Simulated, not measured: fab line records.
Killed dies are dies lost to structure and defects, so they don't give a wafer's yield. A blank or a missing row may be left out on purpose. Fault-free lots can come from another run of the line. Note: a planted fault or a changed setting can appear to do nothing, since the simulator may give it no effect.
Struck lot and sound lot, side by side -- flow n5Finfet -- 37 steps out of a route of 1938
Sound: the wafers L628.2, L628.4, L628.6. The struck wafers were L631.1, L631.3, L631.4. At the end, the cause is stated.
At each step with rows: each side's tool, then ch and its chambers, then its first start. Under that, the readings that differ: sound wafers -- struck wafers -- difference of the means -- sigmas: that difference in standard deviations of wafers without a fault.
alike: readings whose means differ by less than 2 such deviations, and words and numbers that are the same on both sides. not compared: withheld readings, readings that some wafer has no value for, bounds like >300 that may hide the same value, and numbers for which the record gives no deviation and whose values overlap.
A row with sigmas, a row that says differs or no value, or rows on one side alone: a step with any of these is where the two part. When numbers do not overlap yet have no deviation, they are printed without sigmas and do not part them. Lack of a reading on every wafer of one side parts them only where that side has two or more wafers.

first, 9 steps without rows for these wafers: N5_BEOL_M12_PRE_CLEAN_42 (time 30 s); N5_BEOL_M12_SPUTTER_43 (material TaN, target thk 15 nm, time 24.19 s); N5_BEOL_M12_SPUTTER_44 (material Ta, target thk 10 nm, time 16.13 s); N5_BEOL_M12_SPUTTER_45 (material Cu, target thk 80 nm, time 13.33 s); N5_BEOL_M12_ECD_47 (material Cu, target thk 720 nm); N5_BEOL_M12_ANNEAL_48 (time 90 s); N5_BEOL_M12_CMP_49 (polishes, stops on SiOC, t overpolish 20.6 s, target thk 320 nm); N5_BEOL_M12_PRE_CLEAN_52 (time 15 s); N5_BEOL_M12_DEP_53 (deposits SiCN from 3MS/NH3, target thk 30 nm, time 10.5 s).
N5_BEOL_M13_ILD_DEP_00: deposits SiOC from DEMS/O2, target thk 837.92 nm, time 166.4 s.
  sound on pecvd-03 ch 0,1,2, day 11 10:50; struck on pecvd-03 ch 1,2, day 12 10:53
reading,sound,struck,difference,sigmas
susceptorTempC (C),349.86 350.23 350.19,361.36 361.54 361.67,+11.43,+54
model.SiOC_of_BEOL_M13_ILD_DEP_00.thkNm (nm),837.8 851.6 845.8,803.2 804.8 813,-38.1,
  alike: heaterPowerW, showerheadPlenumPTorr, throttleValvePct
N5_BEOL_M13_THK_MEAS_01:
  sound on filmMetro-01, day 11 10:59; struck on filmMetro-01, day 12 11:02
reading,sound,struck,difference,sigmas
M13_ILD_THK (nm),838 852 846,803 805 813,-38,-4
then, 10 steps without rows for these wafers: N5_BEOL_M13_COAT_58 (time 60 s, resist thk 89 nm); N5_BEOL_M13_COAT_04 (resist thk 400 nm); N5_BEOL_M13_EBR_06; N5_BEOL_M13_SOFTBAKE_05 (time 60 s); N5_BEOL_M13_EXPOSE_07 (exposes mask V12); N5_BEOL_M13_PEB_08 (peb time 90 s); N5_BEOL_M13_DEVELOP_09 (develop time 45 s); N5_BEOL_M13_HARDBAKE_14 (time 120 s); N5_BEOL_M13_DESCUM_15 (chemistry O2, time 7.9 s); N5_BEOL_M13_ETCH_59 (etches BARC in N2/H2, target depth 89 nm, overetch 26.7 nm, time 67.9 s).
N5_BEOL_M13_VIA_ETCH_16: etches SiOC in C4F8/O2/Ar, target depth 921.7 nm.
  sound on rieDiel-05 ch 0,3, day 11 11:49; struck on rieDiel-05 ch 0,1,2, day 12 12:01
reading,sound,struck,difference,sigmas
model.etch.depthNm (nm),837.8 851.7 845.8,803.2 804.7 813,-38.1,
model.coat_of_BEOL_M13_COAT_04.thkNm (nm),69 65.8 68,87.6 84.4 81,+16.7,
  alike: drypumpMotorCurrentA, oesProductAu, rfVppV, showerheadPlenumPTorr, throttleValvePct
then, 13 steps without rows for these wafers: N5_BEOL_M13_STRIP_63 (strips in N2/H2); N5_BEOL_M13_STRIP_64 (strips in N2/H2); N5_BEOL_M13_STRIP_71 (strips in post etch residue remover, time 60 s); N5_BEOL_M13_SRD_72 (time 30 s, dry time 30 s); N5_BEOL_M13_COAT_65 (time 60 s, resist thk 350 nm); N5_BEOL_M13_COAT_66 (time 60 s, resist thk 110 nm); N5_BEOL_M13_COAT_22 (resist thk 300 nm); N5_BEOL_M13_EBR_24; N5_BEOL_M13_SOFTBAKE_23 (time 60 s); N5_BEOL_M13_EXPOSE_25 (exposes mask M13, target cd 210 nm); N5_BEOL_M13_PEB_26 (peb time 90 s); N5_BEOL_M13_DEVELOP_27 (develop time 45 s); N5_BEOL_M13_HARDBAKE_32 (time 120 s).
N5_BEOL_M13_CMP_49: polishes, stops on SiOC, t overpolish 17.1 s, target thk 420 nm.
  sound on cmp-01 ch 0,1,3, day 11 15:40; struck on cmp-03 ch 0,1,2, day 12 14:49
reading,sound,struck,difference,sigmas
barrierFieldEndpointS (s),30.5 30.9 30.9,28.9 29.2 29.0,-1.7,-2
model.SiOC_of_BEOL_M13_ILD_DEP_00.thkNm (nm),780.2 792.8 787.8,745.4 749.8 756.6,-36.3,
  alike: clearingPlatenRpm, edgeZonePressureFrac, motorCurrentA, overpolishRunS
after that, 1 step had no rows for these wafers: N5_PASSIVATION_PROBE_49.

WHERE THEY PART
At N5_BEOL_M13_ILD_DEP_00 first; at N5_BEOL_M13_CMP_49 last (within this record only).

WHY: what had been put in by the simulator
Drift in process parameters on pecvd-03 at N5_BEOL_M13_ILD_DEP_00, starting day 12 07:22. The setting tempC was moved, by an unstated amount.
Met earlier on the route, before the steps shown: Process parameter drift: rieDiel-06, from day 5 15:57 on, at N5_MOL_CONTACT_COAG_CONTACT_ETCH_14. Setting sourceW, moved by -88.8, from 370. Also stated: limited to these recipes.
